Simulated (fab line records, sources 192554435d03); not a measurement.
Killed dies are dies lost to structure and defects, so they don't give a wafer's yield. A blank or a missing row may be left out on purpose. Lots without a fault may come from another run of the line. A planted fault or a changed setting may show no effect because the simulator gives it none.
Which tool did it? | flow n5_finfet | 11 lots, 33 wafers sampled, at 3 steps of a route of 1938

WHAT THE GAUGES READ, wafer by wafer
N5_PASSIVATION_OVL_MEAS_66.
lot  | measured     | on         | PASS_OPEN_OVL (nm)
L405 | day 11 19:34 | overlay-01 | 5 1 1
L406 | day 12 09:37 | overlay-01 | 4 1 0
L408 | day 12 20:19 | overlay-02 | 7 6 5
L409 | day 13 04:12 | overlay-02 | -3 5 9
L410 | day 13 01:31 | overlay-02 | -3 2 -8
L412 | day 13 12:28 | overlay-01 | 8 6 10
L413 | day 14 00:29 | overlay-02 | 1 -1 -1
L414 | day 14 04:43 | overlay-01 | -4 3 1
L415 | day 14 13:48 | overlay-02 | 8 -5 -1
L425 | day 17 13:22 | overlay-01 | 5 6 3
L426 | day 17 19:19 | overlay-02 | 6 5 2

WHICH TOOL RAN EACH LOT (tool, then ch and the chambers of the sampled wafers, then the start)
lot  | N5_BEOL_M5_STRIP_64                | N5_PASSIVATION_DESCUM_32
L405 | rie_diel-06 ch 0,1,2, day 7 20:13  | rie_diel-04 ch 1,2, day 11 17:53
L406 | rie_diel-06 ch 1,2,3, day 8 12:04  | rie_diel-04 ch 1,2, day 12 07:47
L408 | rie_diel-03 ch 1,2,3, day 8 14:43  | rie_diel-04 ch 0,2,3, day 12 18:38
L409 | rie_diel-03 ch 0,1,3, day 9 00:37  | rie_diel-04 ch 1,3, day 13 02:11
L410 | rie_diel-01 ch 0,1, day 9 06:53    | rie_diel-05 ch 1,2,3, day 12 23:43
L412 | rie_diel-01 ch 0,2,3, day 9 12:10  | rie_diel-04 ch 0,1, day 13 10:25
L413 | rie_diel-01 ch 0,1,2, day 10 01:30 | rie_diel-04 ch 0,3, day 13 22:17
L414 | rie_diel-01 ch 0,1,2, day 10 08:30 | rie_diel-02 ch 0,2,3, day 14 03:01
L415 | rie_diel-01 ch 0,2, day 10 08:43   | rie_diel-02 ch 1,3, day 14 12:04
L425 | rie_diel-06 ch 1,2,3, day 13 12:58 | rie_diel-02 ch 0,1,2, day 17 11:34
L426 | rie_diel-03 ch 1,2, day 13 15:44   | rie_diel-04 ch 1,2, day 17 17:31
- N5_BEOL_M5_STRIP_64: strips in CF4.
- N5_PASSIVATION_DESCUM_32: chemistry O2, time 7.9 s.

WHAT THE TOOLS THEMSELVES READ (means of the sampled wafers that have a number; where no wafer has one, the mark that the record gives instead)
N5_BEOL_M5_STRIP_64.
lot  | tool        | drypump_motor_current_A (A) | oes_product_au (a.u.) | rf_vpp_V (V) | showerhead_plenum_p_Torr (Torr) | throttle_valve_pct (%)
L405 | rie_diel-06 | 6.2                         | 0.77                  | 271.0        | 1.78                            | 13.58
L406 | rie_diel-06 | 6.0                         | 0.77                  | 271.1        | 1.76                            | 13.58
L408 | rie_diel-03 | 6.3                         | 0.72                  | 271.4        | 1.77                            | 13.70
L409 | rie_diel-03 | 6.1                         | 0.74                  | 269.9        | 1.77                            | 13.67
L410 | rie_diel-01 | 5.5                         | 0.87                  | 271.7        | 1.82                            | 13.63
L412 | rie_diel-01 | 5.4                         | 0.72                  | 271.5        | 1.82                            | 13.89
L413 | rie_diel-01 | 5.5                         | 0.78                  | 270.8        | 1.82                            | 13.72
L414 | rie_diel-01 | 5.5                         | 0.77                  | 272.3        | 1.82                            | 13.73
L415 | rie_diel-01 | 5.4                         | 0.70                  | 270.7        | 1.82                            | 13.79
L425 | rie_diel-06 | 6.0                         | 0.81                  | 270.6        | 1.75                            | 13.47
L426 | rie_diel-03 | 6.6                         | 0.67                  | 269.7        | 1.76                            | 14.04

N5_PASSIVATION_DESCUM_32.
lot  | tool        | drypump_motor_current_A (A) | oes_product_au (a.u.) | rf_vpp_V (V) | showerhead_plenum_p_Torr (Torr) | throttle_valve_pct (%)
L405 | rie_diel-04 | 5.4                         | 0.87                  | 241.9        | 2.08                            | 20.21
L406 | rie_diel-04 | 5.4                         | 0.86                  | 242.9        | 2.07                            | 20.21
L408 | rie_diel-04 | 5.7                         | 0.87                  | 242.1        | 2.09                            | 20.24
L409 | rie_diel-04 | 5.9                         | 0.79                  | 243.1        | 2.07                            | 20.13
L410 | rie_diel-05 | 5.7                         | 0.77                  | 242.9        | 2.02                            | 20.38
L412 | rie_diel-04 | 5.6                         | 0.77                  | 244.5        | 2.19                            | 20.48
L413 | rie_diel-04 | 5.9                         | 0.84                  | 243.5        | 2.09                            | 20.21
L414 | rie_diel-02 | 6.1                         | 0.93                  | 243.0        | 2.11                            | 20.07
L415 | rie_diel-02 | 6.1                         | 0.88                  | 243.1        | 2.13                            | 20.24
L425 | rie_diel-02 | 5.9                         | 0.83                  | 244.3        | 2.14                            | 20.25
L426 | rie_diel-04 | 5.4                         | 0.85                  | 243.8        | 2.10                            | 20.13

THE ANSWER, worked out from the rows above alone
Rule: what is usual is taken from the lots themselves. Put in order of their means at a reading, lots are off if they are a third of the lots or fewer, leave a main group of 4 or more, and stand apart from it by a gap of 3 or more times the standard deviation of the main group's means; of several such gaps the widest counts. A main group whose means are all the same, to the digits that the tables above print for the reading, isn't used. A lot without any number at a reading at which 4 lots or more have one is off too. The other lots that the step has rows for count as sound. The gauges are gone through in route order, then the tools' own readings, and for those a lot's mean is taken as printed above. The first step at which some lot is off is used, and at that step the reading that is off furthest; a lot without a number counts as furthest.
No lot is off at any reading shown: from this, nothing can be told.

WHAT THE SIMULATOR HAD PUT IN
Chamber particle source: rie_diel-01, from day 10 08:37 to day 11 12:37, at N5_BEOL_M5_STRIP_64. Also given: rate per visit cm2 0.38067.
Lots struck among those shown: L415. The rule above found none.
